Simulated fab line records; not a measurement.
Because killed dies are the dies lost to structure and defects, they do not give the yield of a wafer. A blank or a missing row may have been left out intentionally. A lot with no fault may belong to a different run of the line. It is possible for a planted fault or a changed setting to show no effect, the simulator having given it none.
Comparing a struck lot with a sound one	flow n5-finfet	19 out of 1938 route steps
Sound: these wafers, L629.1, L629.5, L629.6. Wafers struck: L637.2, L637.3, L637.6. The cause is given at the end.
At each step with rows: each side's tool, then ch and its chambers, then its first start. Under that, the readings that differ: sound wafers	struck wafers	difference of the means	sigmas: that difference in standard deviations of wafers without a fault.
alike: same words and numbers on both sides, and readings whose means sit less than 2 such deviations apart. not compared: any withheld reading, any reading some wafer has no value for, any bound like >300 that may hide the same value, and any number with overlapping values for which the record gives no deviation.
Wherever a step has rows on one side only, a row that says differs or no value, or a row with sigmas, the two part there. When numbers do not overlap yet have no deviation, they are printed without sigmas and do not part them. Lack of a reading on every wafer of one side parts them only where that side has two or more wafers.

N5_BEOL_M11_CMP_52: polishes, stops on SiCOH lowk, t overpolish 7 s, target thk 140 nm.
  sound on cmp-03 ch 0,1, day 10 10:10; struck on cmp-02 ch 1,2,3, day 12 12:17
reading	sound	struck	difference	sigmas
slurry-flow-ml-min	149.4 149.1 149.7	150.5 150.7 150.0	+1.0	+2
  alike: barrier-field-endpoint-s, motor-current-A, overpolish-run-s, time-to-endpoint-s
N5_BEOL_M11_THK_MEAS_53: measures by xrf.
  struck on film-metro-01, day 12 12:32; sound on film-metro-01, day 10 10:28
  alike: M11_THK
then, 1 step without rows for these wafers: N5_BEOL_M11_PRE_CLEAN_55 (time 15 s).
N5_BEOL_M11_DEP_56: deposits SiCN from 3MS/NH3, target thk 30 nm, time 10.5 s.
  sound on pecvd-04 ch 0,1, day 10 10:32; struck on pecvd-02 ch 0,1, day 12 12:36
  alike: showerhead-plenum-p-Torr, throttle-valve-pct
N5_BEOL_M11_RS_MEAS_57: the measuring method here is four-point-probe.
  struck on film-metro-02, day 12 12:40; sound on film-metro-01, day 10 10:35
  alike: M11_RS
N5_BEOL_M11_INSPECT_58: inspects for defects (darkfield).
  struck on defect-inspect-01, day 12 12:41; sound on defect-inspect-02, day 10 10:37
  alike: raw-defect-count
N5_BEOL_M12_ILD_DEP_00: deposits SiOC from DEMS/O2, target thk 658.92 nm, time 130.7 s.
  sound on pecvd-01 ch 0,1, day 10 10:40; struck on pecvd-01 ch 1,2, day 12 12:44
reading	sound	struck	difference	sigmas
showerhead-plenum-p-Torr (Torr)	5.666 5.674 5.659	5.701 5.677 5.714	+0.031	+2
  alike: heater-power-w, throttle-valve-pct
N5_BEOL_M12_THK_MEAS_01:
  struck on film-metro-02, day 12 12:52; sound on film-metro-01, day 10 10:47
  alike: M12_ILD_THK
then, 4 steps without rows for these wafers: N5_BEOL_M12_COAT_58 (time 60 s, resist thk 89 nm); N5_BEOL_M12_COAT_04 (resist thk 400 nm); N5_BEOL_M12_EBR_06; N5_BEOL_M12_SOFTBAKE_05 (time 60 s).
N5_BEOL_M12_EXPOSE_07: exposes mask V11.
  sound on krf-scanner-02 ch 0, day 10 10:55; struck on krf-scanner-01 ch 0, day 12 13:00
reading	sound	struck	difference	sigmas
exposure-dose-mJ-cm2	32.47 32.47 32.44	36.19 36.16 36.22	+3.73	+99 or more
  alike: mask, reticle-temp-C
then, 3 steps without rows for these wafers: N5_BEOL_M12_PEB_08 (peb time 90 s); N5_BEOL_M12_DEVELOP_09 (develop time 45 s); N5_BEOL_M12_HARDBAKE_14 (time 120 s).
N5_BEOL_M12_CD_MEAS_10: the cd target is 140 nm.
  sound on cd-sem-02 ch 0, day 10 11:05; struck on cd-sem-03 ch 0, day 12 13:10
reading	sound	struck	difference	sigmas
cd-nm (nm)	138.2 140.7 138.2	152.6 151.9 151.6	+13.0	+9
N5_BEOL_M12_OVL_MEAS_11:
  sound on overlay-01 ch 0, day 10 11:07; struck on overlay-01 ch 0, day 12 13:11
  alike: V11_OVL
N5_PASSIVATION_PROBE_49:
  the record has rows for the struck wafers here (prober-02, day 13 23:16) and none for the sound ones

## WHERE THEY PART
First at N5_BEOL_M11_CMP_52; last, within this record, at N5_PASSIVATION_PROBE_49.

WHY: whatever the simulator had introduced
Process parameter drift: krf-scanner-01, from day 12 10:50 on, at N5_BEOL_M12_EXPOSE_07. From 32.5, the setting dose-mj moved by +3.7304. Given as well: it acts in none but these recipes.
